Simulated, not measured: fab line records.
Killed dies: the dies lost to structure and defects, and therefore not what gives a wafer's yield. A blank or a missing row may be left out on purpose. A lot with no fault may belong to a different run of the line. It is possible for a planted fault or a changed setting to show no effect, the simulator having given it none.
fab line records | flow nand-harc | part 2 of 2: steps 26 to 33 of 33
record: lots: 5 | wafers: 15 | last-day: 24
route steps=1159 shown A_M1@1054 A_BONDPAD@1059
lots that met no fault: from a run of the same line without faults
start-h: start of the lot's first displayed wafer, in hours after the record's first day | wait-h: time in hours since the lot's previous step | " as in the row above | L1.1+2: several wafers, shown together as one row | - value missing, or start not given | * or withheld: withheld | < > ~ a bound
route shown NAME@n: names a module that has steps shown in the file, with the first one's number in the route | usual: average and standard deviation across the fault-free wafers | same: alike in all rows | chamber/n: place in a boat | sites: the reading at each site | _std_site: their standard deviation | _edge_site: inner sites' mean taken away from outer sites' mean | radius-mm: how far each site lies from the wafer's centre | mask NAME#n: copy n | behind: the most recent tool/chamber to have shaped the wafer | hold: cause of the lot's hold/its duration in hours/its outcome | device: names the non-switching transistor (n, p or np) | end of line: the same wafers' tests at the end of the route | a step given without rows: its recipe and nothing more | killed: at the first sort, the dies lost to defects and structure; wafer yield is something else | map: shows each die of a wafer: x if killed, . if not, _ if none is there
set.NAME: the setting as run; set.NAME@STEP: as run at that earlier step | model.NAME: the simulator's own value behind a step, which no gauge read
certain route steps with their lots: each step a table, each wafer a row
services: the hour from which a tool's chamber was out of use, counted from the record's first day as start-h (under 0 if before that day), plus the number of hours and why
== steps ==
step: NHARC_A_BONDPAD_ETCH_24
recipe: target-depth-a: 300 | over-etch-frac: 0.3 | time-s: 72.99 | ion-energy-ev: 150 | cf4-flow-sccm: 50 | n2-flow-sccm: 100 | ar-flow-sccm: 150 | rf-w: 300 | bias-w: 100 | chemistry: CF4/N2
usual: drypump-motor-current-A: 5.9/0.38 | n2-flow-sccm: 100.0/0.32 | oes-product-au: 1.003/0.0067 | rf-vpp-V: 313.8/2.1 | showerhead-plenum-p-Torr: 2.60/0.12 | throttle-valve-pct: 19.795/0.0094
lot.wafer | tool        | chamber | start-h | wait-h | drypump-motor-current-A | n2-flow-sccm | oes-product-au | rf-hours-counter-h | rf-vpp-V | showerhead-plenum-p-Torr | throttle-valve-pct
L080.1    | rie-diel-04 | 0       | -       | -      | 6.2                     | 100.0        | 0.996          | 6                  | 312.3    | 2.46                     | 19.808
L080.2    | "           | 2       | "       | "      | 6.2                     | 100.0        | 0.999          | 6                  | 313.7    | 2.60                     | 19.784
L080.6    | "           | 0       | "       | "      | 6.2                     | 100.1        | 1.002          | -                  | 311.3    | 2.46                     | 19.792
L079.2    | rie-diel-04 | 0       | -       | -      | 6.2                     | 100.1        | 1.010          | 6                  | 312.4    | 2.46                     | 19.791
L079.3    | "           | 2       | "       | "      | 6.2                     | 100.1        | 0.996          | 7                  | 314.1    | 2.60                     | 19.794
L079.4    | "           | 3       | "       | "      | 5.8                     | 100.2        | 0.997          | 6                  | 317.1    | 2.78                     | 19.804
L090.3    | rie-diel-04 | 0       | -       | -      | 6.2                     | 99.6         | 1.008          | 1                  | 311.9    | 2.46                     | 19.802
L090.4    | "           | 1       | "       | "      | 5.7                     | 100.0        | 1.004          | 1                  | 314.1    | 2.61                     | 19.803
L090.5    | "           | 0       | "       | "      | 6.2                     | 99.5         | 1.004          | -                  | 311.8    | 2.46                     | 19.787
L093.4    | rie-diel-08 | 3       | -       | -      | 4.8                     | 100.2        | 0.998          | 16                 | 311.5    | 2.45                     | 19.799
L093.3    | "           | 1       | "       | "      | 5.8                     | 99.8         | 1.004          | 19                 | 313.6    | 2.58                     | 19.791
L093.5    | "           | 2       | "       | "      | 5.7                     | 100.0        | 1.010          | -                  | 317.3    | 2.83                     | 19.794
L095.3    | rie-diel-04 | 1       | -       | -      | 5.7                     | 100.1        | 0.999          | 2                  | 314.7    | 2.61                     | 19.778
L095.2    | "           | 3       | "       | "      | 5.8                     | 100.1        | 1.010          | 2                  | 315.9    | 2.78                     | 19.778
L095.6    | "           | 1       | "       | "      | 5.7                     | 99.9         | 0.997          | -                  | 314.0    | 2.61                     | 19.790
step: NHARC_A_BONDPAD_STRIP_16
recipe: time-s: 600 | temp-c: 30 | chemistry: post-etch-residue-remover
usual: bath-heat-duty-pct: 13.1/1.3
lot.wafer | tool         | chamber | start-h | wait-h | bath-heat-duty-pct
L080.6    | wet-bench-10 | 1       | 444.42  | -      | 12.3
L080.1    | "            | 2       | "       | "      | 11.2
L080.2    | "            | 3       | "       | "      | 15.4
L079.4    | wet-bench-10 | 6       | 448.94  | -      | 12.1
L079.3    | "            | 7       | "       | "      | 11.6
L079.2    | "            | 2       | "       | "      | 11.6
L090.4    | wet-bench-08 | 2       | 502.78  | -      | 12.4
L090.3    | "            | 5       | "       | "      | 11.7
L090.5    | "            | 6       | "       | "      | 15.1
L093.4    | wet-bench-08 | 5       | 531.57  | -      | 11.6
L093.3    | "            | 6       | "       | "      | 14.6
L093.5    | "            | 0       | "       | "      | 12.2
L095.3    | wet-bench-08 | 7       | 535.73  | -      | 12.2
L095.2    | "            | 1       | "       | "      | 15.3
L095.6    | "            | 3       | "       | "      | 14.8
step: NHARC_A_BONDPAD_DEGAS_25
recipe: temp-c: 300 | time-s: 60
usual: heater-power-w: 482/34
lot.wafer | tool           | chamber | start-h | wait-h | heater-power-w
L080.1    | pvd-sputter-02 | -       | 444.69  | -      | 490
L080.2    | "              | -       | "       | "      | 464
L080.6    | "              | -       | "       | "      | 507
L079.4    | pvd-sputter-03 | -       | 449.22  | -      | 462
L079.2    | "              | -       | "       | "      | 476
L079.3    | "              | -       | "       | "      | 513
L090.3    | pvd-sputter-02 | -       | 503.06  | -      | 499
L090.4    | "              | -       | "       | "      | 526
L090.5    | "              | -       | "       | "      | 540
L093.3    | pvd-sputter-02 | -       | 531.84  | -      | 474
L093.4    | "              | -       | "       | "      | 481
L093.5    | "              | -       | "       | "      | 524
L095.2    | pvd-sputter-03 | -       | 535.99  | -      | 446
L095.3    | "              | -       | "       | "      | 497
L095.6    | "              | -       | "       | "      | 497
step: NHARC_A_BONDPAD_PRE_CLEAN_26
recipe: time-s: 30 | temp-c: 280 | gas: H2/He
usual: heater-power-w: 422/30
lot.wafer | tool           | chamber | start-h | wait-h | heater-power-w
L080.2    | pvd-sputter-02 | -       | -       | -      | 446
L080.1    | "              | -       | "       | "      | 405
L080.6    | "              | -       | "       | "      | 417
L079.2    | pvd-sputter-03 | -       | -       | -      | 406
L079.4    | "              | -       | "       | "      | 453
L079.3    | "              | -       | "       | "      | 416
L090.4    | pvd-sputter-02 | -       | -       | -      | 445
L090.3    | "              | -       | "       | "      | 474
L090.5    | "              | -       | "       | "      | 415
L093.4    | pvd-sputter-02 | -       | -       | -      | 478
L093.3    | "              | -       | "       | "      | 453
L093.5    | "              | -       | "       | "      | 484
L095.3    | pvd-sputter-03 | -       | -       | -      | 413
L095.2    | "              | -       | "       | "      | 436
L095.6    | "              | -       | "       | "      | 443
step: NHARC_A_BONDPAD_PVD_17
recipe: target-thk-a: 50 | bias-v: 168.6 | power-w: 15000 | chamber-pressure-pa: 0.12 | time-s: 8.06 | substrate-temp-c: 50 | material: TaN
usual: cathode-dc-power-W: 15000/2.7 | chamber-pressure-pa: 0.12001/0.00025 | throttle-valve-pct: 30.0/0.8
lot.wafer | tool           | chamber | start-h | wait-h | cathode-dc-power-W | chamber-pressure-pa | throttle-valve-pct
L080.1    | pvd-sputter-02 | -       | -       | -      | 15000              | 0.12015             | 30.4
L080.2    | "              | -       | "       | "      | 14998              | 0.11998             | 29.9
L080.6    | "              | -       | "       | "      | 15003              | 0.12004             | 30.8
L079.3    | pvd-sputter-03 | -       | -       | -      | 15003              | 0.12034             | 30.4
L079.2    | "              | -       | "       | "      | 14999              | 0.11986             | 29.4
L079.4    | "              | -       | "       | "      | 14998              | 0.12012             | 29.8
L090.4    | pvd-sputter-02 | -       | -       | -      | 15003              | 0.12016             | 30.5
L090.3    | "              | -       | "       | "      | 15004              | 0.11995             | 30.9
L090.5    | "              | -       | "       | "      | 15004              | 0.12003             | 30.3
L093.3    | pvd-sputter-02 | -       | -       | -      | 14999              | 0.11986             | 28.3
L093.4    | "              | -       | "       | "      | 15000              | 0.12006             | 30.7
L093.5    | "              | -       | "       | "      | 14999              | 0.11994             | 28.6
L095.2    | pvd-sputter-03 | -       | -       | -      | 15001              | 0.12005             | 30.6
L095.3    | "              | -       | "       | "      | 14998              | 0.12027             | 31.2
L095.6    | "              | -       | "       | "      | 14999              | 0.12021             | 29.6
step: NHARC_A_BONDPAD_PVD_27
recipe: target-thk-a: 300 | chamber-pressure-pa: 5 | power-w: 5000 | substrate-temp-c: 30 | time-s: 20.49 | material: Cu
usual: cathode-dc-power-W: 5000.0/0.94 | chamber-pressure-pa: 4.998/0.0086 | throttle-valve-pct: 30.0/0.76
lot.wafer | tool           | chamber | start-h | wait-h | cathode-dc-power-W | chamber-pressure-pa | throttle-valve-pct
L080.2    | pvd-sputter-02 | -       | -       | -      | 4999.6             | 4.992               | 30.8
L080.1    | "              | -       | "       | "      | 4999.8             | 4.993               | 30.6
L080.6    | "              | -       | "       | "      | 5000.7             | 4.993               | 30.3
L079.2    | pvd-sputter-03 | -       | -       | -      | 5001.6             | 4.997               | 32.1
L079.4    | "              | -       | "       | "      | 5000.9             | 5.003               | 29.9
L079.3    | "              | -       | "       | "      | 4999.2             | 5.016               | 30.3
L090.3    | pvd-sputter-02 | -       | -       | -      | 5001.3             | 5.001               | 28.4
L090.4    | "              | -       | "       | "      | 5000.7             | 4.997               | 30.6
L090.5    | "              | -       | "       | "      | 5001.8             | 4.996               | 30.1
L093.3    | pvd-sputter-02 | -       | -       | -      | 5001.5             | 4.994               | 30.1
L093.4    | "              | -       | "       | "      | 5000.6             | 4.991               | 28.6
L093.5    | "              | -       | "       | "      | 5000.0             | 4.981               | 30.6
L095.2    | pvd-sputter-03 | -       | -       | -      | 4998.5             | 4.999               | 29.4
L095.3    | "              | -       | "       | "      | 4999.8             | 4.993               | 30.7
L095.6    | "              | -       | "       | "      | 4999.9             | 4.991               | 31.4
step: NHARC_A_BONDPAD_ECD_18
recipe: target-thk-a: 4000 | bath-temp-c: 25 | material: Cu
usual: bath-heat-duty-pct: 6.4/0.96
lot.wafer | tool      | chamber | start-h | wait-h | bath-heat-duty-pct
L080.2    | ecd-cu-02 | 0       | 445.05  | -      | 7.8
L080.1    | "         | 1       | "       | "      | 5.5
L080.6    | "         | 1       | "       | "      | 5.9
L079.2    | ecd-cu-02 | 1       | 449.63  | -      | 5.5
L079.3    | "         | 0       | "       | "      | 8.6
L079.4    | "         | 1       | "       | "      | 4.6
L090.3    | ecd-cu-02 | 0       | 503.51  | -      | 7.4
L090.4    | "         | 1       | "       | "      | 6.2
L090.5    | "         | 1       | "       | "      | 5.3
L093.4    | ecd-cu-01 | 0       | 532.69  | -      | 5.6
L093.3    | "         | 1       | "       | "      | 6.0
L093.5    | "         | 0       | "       | "      | 5.7
L095.2    | ecd-cu-01 | 0       | 536.70  | -      | 5.7
L095.3    | "         | 1       | "       | "      | 6.8
L095.6    | "         | 0       | "       | "      | 6.8
step: NHARC_A_BONDPAD_ANNEAL_28
recipe: temp-c: 225 | time-s: 90
usual: wafer_temp_C_max: 226.3/0.37
lot.wafer | tool          | chamber | start-h | wait-h | wafer_temp_C_max
L080.1    | rtp-anneal-02 | 0       | 445.49  | 0.3    | 226.1
L080.2    | "             | 0       | "       | "      | 226.5
L080.6    | "             | 0       | "       | "      | 226.3
L079.2    | rtp-anneal-01 | 0       | 450.02  | 0.3    | 226.9
L079.3    | "             | 0       | "       | "      | 227.0
L079.4    | "             | 0       | "       | "      | 226.9
L090.3    | rtp-anneal-01 | 0       | 503.89  | -      | 226.7
L090.4    | "             | 0       | "       | "      | 226.3
L090.5    | "             | 0       | "       | "      | 226.5
L093.3    | rtp-anneal-01 | 0       | 533.07  | 0.3    | 226.8
L093.4    | "             | 0       | "       | "      | 226.2
L093.5    | "             | 0       | "       | "      | 226.3
L095.2    | rtp-anneal-01 | 0       | 537.15  | -      | 226.5
L095.3    | "             | 0       | "       | "      | 226.4
L095.6    | "             | 0       | "       | "      | 226.3
== services ==
tool           | chamber | start-h | hours | kind
pecvd-01       | -       | 418.00  | 13.0  | pm
wet-bench-10   | -       | 423.20  | 8.0   | pm
ecd-cu-02      | -       | 432.72  | 2.0   | repair
pvd-sputter-03 | -       | 442.30  | 5.5   | repair
pecvd-04       | 1       | 447.21  | 6.6   | repair
ecd-cu-01      | -       | 448.00  | 8.0   | pm
krf-scanner-04 | -       | 453.59  | 0.2   | repair
rie-diel-04    | 2       | 453.98  | 6.0   | repair
pvd-sputter-03 | -       | 458.00  | 10.0  | pm
krf-scanner-03 | -       | 461.35  | 0.7   | repair
rie-diel-04    | -       | 465.95  | 9.0   | pm
pecvd-01       | 0       | 467.49  | 1.9   | repair
pecvd-03       | -       | 473.01  | 13.0  | pm
rie-diel-08    | -       | 478.98  | 9.0   | pm
cmp-03         | -       | 493.85  | 4.0   | pm
cmp-04         | -       | 499.00  | 4.0   | pm
krf-scanner-03 | -       | 512.00  | 4.0   | pm
pecvd-03       | -       | 514.20  | 3.1   | repair
litho-track-02 | -       | 515.00  | 7.0   | pm
pecvd-02       | -       | 515.07  | 13.0  | pm
krf-scanner-03 | -       | 521.70  | 2.2   | repair
ecd-cu-01      | -       | 527.73  | 4.7   | repair
ecd-cu-02      | -       | 532.01  | 8.0   | pm
rie-diel-08    | -       | 535.24  | 0.5   | repair
